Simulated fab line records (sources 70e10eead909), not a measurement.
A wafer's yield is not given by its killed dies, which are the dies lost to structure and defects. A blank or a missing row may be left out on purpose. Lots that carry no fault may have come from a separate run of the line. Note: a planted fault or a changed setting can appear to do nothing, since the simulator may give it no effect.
Comparing a struck lot with a sound one / flow nand-harc / 13 out of 1302 route steps
Sound: wafers L184.4, L184.5, L184.6. Struck: wafers L192.1, L192.2 (left out: L192.3, a lot-mate that was not struck); the cause follows at the end.
At each step with rows: each side's tool, then ch and its chambers, then its first start. Under that, the readings that differ: sound wafers / struck wafers / difference of the means / sigmas: that difference in standard deviations of wafers without a fault.
alike: words and numbers the same on both sides, and readings whose means are apart by under 2 such deviations; not compared: readings that were withheld, readings missing a value for some wafer, numbers with overlapping values and no deviation given by the record, and bounds like >300 which may hide the same value.
A row with sigmas, a row that says differs or no value, or rows on one side alone: a step with any of these is where the two part. When numbers do not overlap yet have no deviation, they are printed without sigmas and do not part them. A reading missing from all wafers of one side parts the sides only when that side holds two or more wafers.

first, 6 steps without rows for these wafers: NHARC_A_STAIRCASE_SOFTBAKE_04 (time 170 s); NHARC_A_STAIRCASE_EBR_05; NHARC_A_STAIRCASE_EXPOSE_06 (exposes mask STAIR); NHARC_A_STAIRCASE_PEB_07 (peb time 130 s); NHARC_A_STAIRCASE_DEVELOP_08 (time 140 s); NHARC_A_STAIRCASE_HARDBAKE_10 (time 140 s).
NHARC_A_STAIRCASE_DESCUM_11: chemistry O2, time 3 s.
  sound on rie-diel-09 ch 0,1, day 18 01:53; struck on rie-diel-04 ch 1,2, day 22 02:26
  alike: chamber-pressure-mTorr, drypump-motor-current-A, oes-product-au, rf-vpp-V, showerhead-plenum-p-Torr, throttle-valve-pct
  not compared: rf-hours-counter-h
NHARC_A_STAIRCASE_TRIM_12: chemistry O2, time 211.2 s.
  sound on rie-diel-09 ch 1,2,3, day 18 02:01; struck on rie-diel-04 ch 0,2, day 22 02:34
reading=rf-vpp-V (V); sound=55.9 57.6 57.4; struck=58.8 58.8; difference=+1.8; sigmas=+2
  alike: chamber-pressure-mTorr, drypump-motor-current-A, oes-product-au, run-length-s, showerhead-plenum-p-Torr, throttle-valve-pct
  not compared: rf-hours-counter-h
NHARC_A_STAIRCASE_ETCH_13: etches the open film in C4F8/O2, target depth 100 nm, time 40.5 s.
  sound: rie-diel-09 ch 0,1,2; struck: rie-diel-04 ch 0,2
  alike: chamber-pressure-mTorr, oes-product-au, rf-vpp-V
  not compared: rf-hours-counter-h
NHARC_A_STAIRCASE_TRIM_14: chemistry O2, time 211.2 s.
  sound: rie-diel-09 ch 1,2; struck: rie-diel-04 ch 1,2
  alike: chamber-pressure-mTorr, drypump-motor-current-A, oes-product-au, rf-vpp-V, run-length-s, showerhead-plenum-p-Torr, throttle-valve-pct
  not compared: rf-hours-counter-h
then, 1 step without rows for these wafers: NHARC_A_STAIRCASE_ETCH_15 (etches the open film in C4F8/O2, target depth 100 nm, time 40.5 s).
NHARC_A_STAIRCASE_TRIM_16: chemistry O2, time 211.2 s.
  sound on rie-diel-09 ch 0,1,2, day 18 02:28; struck on rie-diel-04 ch 0,3, day 22 03:07
reading=run-length-s (s); sound=232.8 232.3 233.0; struck=175.0 174.7; difference=-57.9; sigmas=-99 or more
  alike: chamber-pressure-mTorr, drypump-motor-current-A, oes-product-au, rf-vpp-V, showerhead-plenum-p-Torr, throttle-valve-pct
  not compared: rf-hours-counter-h
NHARC_A_STAIRCASE_ETCH_17: etches the open film in C4F8/O2, target depth 100 nm, time 40.5 s.
  sound: rie-diel-09 ch 0,2,3; struck: rie-diel-04 ch 2,3
  alike: chamber-pressure-mTorr, oes-product-au, rf-vpp-V
  not compared: rf-hours-counter-h

## WHERE THEY PART
First at NHARC_A_STAIRCASE_TRIM_12; last, within this record, at NHARC_A_STAIRCASE_TRIM_16. Later steps at which nothing parts them and some readings are alike: NHARC_A_STAIRCASE_ETCH_17.

WHY: whatever the simulator had introduced
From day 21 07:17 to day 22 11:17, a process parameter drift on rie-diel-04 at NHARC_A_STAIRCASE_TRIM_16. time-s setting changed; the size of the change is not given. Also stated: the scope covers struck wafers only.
